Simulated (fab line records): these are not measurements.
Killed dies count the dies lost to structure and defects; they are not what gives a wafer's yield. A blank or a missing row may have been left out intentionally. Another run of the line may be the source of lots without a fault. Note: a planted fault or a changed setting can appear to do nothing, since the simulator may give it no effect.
Chamber matching :: flow nand_harc :: cmp-01 running NHARC_A_STAIRCASE_CMP_472: 4 sister chambers
The step polishes SiO2. 20 wafers are shown with their chamber, then 10 later ones without.

== EACH WAFER AND ITS CHAMBER ==
wafer: L074.1
chamber: 1
motor_current_A (A): 11.5

wafer: L074.5
chamber: 1
motor_current_A (A): 10.8

wafer: L074.6
chamber: 0
motor_current_A (A): 13.8

wafer: L078.1
chamber: 2
motor_current_A (A): 11.8

wafer: L078.2
chamber: 3
motor_current_A (A): 10.9

wafer: L078.5
chamber: 3
motor_current_A (A): 10.9

wafer: L080.2
chamber: 1
motor_current_A (A): 11.5

wafer: L080.3
chamber: 2
motor_current_A (A): 11.8

wafer: L080.5
chamber: 2
motor_current_A (A): 11.5

wafer: L084.3
chamber: 0
motor_current_A (A): 13.0

wafer: L084.4
chamber: 3
motor_current_A (A): 10.4

wafer: L084.5
chamber: 1
motor_current_A (A): 11.6

wafer: L086.3
chamber: 0
motor_current_A (A): 12.5

wafer: L086.5
chamber: 0
motor_current_A (A): 13.9

wafer: L086.6
chamber: 3
motor_current_A (A): 11.0

wafer: L089.3
chamber: 2
motor_current_A (A): 11.1

wafer: L089.4
chamber: 1
motor_current_A (A): 11.8

wafer: L089.5
chamber: 3
motor_current_A (A): 11.0

wafer: L090.2
chamber: 3
motor_current_A (A): 11.1

wafer: L090.3
chamber: 1
motor_current_A (A): 11.0

SIGNATURES (averages over the wafers above)
reading: motor_current_A
chamber 0: 13.300
chamber 1: 11.367
chamber 2: 11.550
chamber 3: 10.883
scatter within a chamber: 0.412
Rule: distance of a wafer from a chamber = root of the sum over the readings of ((wafer's reading minus chamber's mean) / reading's scatter) squared. The wafer belongs to the nearest chamber; if the next one is less than 2 further off, it can't be placed. The scatter: take each reading less its chamber's mean, square it, sum over the shown wafers, divide by the number of wafers less the number of chambers, and take the root.

== WAFERS WITHOUT THEIR CHAMBER ==
wafer: L090.4
motor_current_A (A): 13.0

wafer: L091.2
motor_current_A (A): 11.3

wafer: L091.4
motor_current_A (A): 11.6

wafer: L091.6
motor_current_A (A): 10.9

wafer: L095.3
motor_current_A (A): 11.2

wafer: L095.4
motor_current_A (A): 10.9

wafer: L095.6
motor_current_A (A): 11.7

wafer: L096.3
motor_current_A (A): 10.8

wafer: L096.4
motor_current_A (A): 13.3

wafer: L096.5
motor_current_A (A): 11.3

== THE CHAMBER EACH PASSED THROUGH ==
wafer: L090.4
from the rows above: 0
in truth: 0

wafer: L091.2
from the rows above: can't be placed: 1 or 2 or 3
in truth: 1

wafer: L091.4
from the rows above: can't be placed: 2 or 1 or 3
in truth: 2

wafer: L091.6
from the rows above: can't be placed: 3 or 1 or 2
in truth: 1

wafer: L095.3
from the rows above: can't be placed: 1 or 3 or 2
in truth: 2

wafer: L095.4
from the rows above: can't be placed: 3 or 1 or 2
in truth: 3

wafer: L095.6
from the rows above: can't be placed: 2 or 1 or 3
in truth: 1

wafer: L096.3
from the rows above: can't be placed: 3 or 1 or 2
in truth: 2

wafer: L096.4
from the rows above: 0
in truth: 0

wafer: L096.5
from the rows above: can't be placed: 1 or 2 or 3
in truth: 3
2 of 10 placed correctly. Unplaceable from these rows: 8, with the true chamber sitting among the candidates in 8. Number placed wrongly: 0.
